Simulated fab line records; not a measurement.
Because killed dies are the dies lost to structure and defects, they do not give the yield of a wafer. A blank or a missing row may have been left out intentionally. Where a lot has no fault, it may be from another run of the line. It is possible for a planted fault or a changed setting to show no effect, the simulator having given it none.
Chamber matching -- flow nand_harc -- 3 sister chambers for NHARC_P_GATE_DEP_103 on pecvd-02
The step deposits SiON, target thk 30 nm. 3 wafers are shown with their chamber, then 8 later ones without.

== WAFERS, EACH WITH ITS CHAMBER ==
wafer,chamber,heater_power_w (W)
L443.3,2,708
L443.6,0,649
L442.3,1,783

== WAFERS WHOSE CHAMBER IS MISSING ==
wafer,heater_power_w (W)
L442.5,673
L442.6,785
L445.2,787
L445.3,770
L445.6,751
L447.2,677
L447.3,737
L447.6,811

== THE CHAMBER EACH PASSED THROUGH ==
wafer,from the rows above,in truth
L442.5,can't be placed: 0 or 2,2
L442.6,1,1
L445.2,1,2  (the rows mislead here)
L445.3,1,1
L445.6,can't be placed: 1 or 2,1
L447.2,can't be placed: 0 or 2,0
L447.3,can't be placed: 2 or 1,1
L447.6,1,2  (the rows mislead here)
2 of 8 placed correctly. Unplaceable from these rows: 4, with the true chamber sitting among the candidates in 4. 2 placed wrongly.
How it was worked out, from the rows above alone: a wafer's distance from a chamber is the root of the sum, over the readings, of the square of ((its reading less the chamber's mean) divided by the reading's scatter). The wafer belongs to the nearest chamber; if the next one is less than 2 further off, it can't be placed. The mean given for a chamber averages the wafers shown for that chamber. The scatter: root of mean squared gap, hidden wafer to nearest shown wafer, with one shown wafer a chamber.
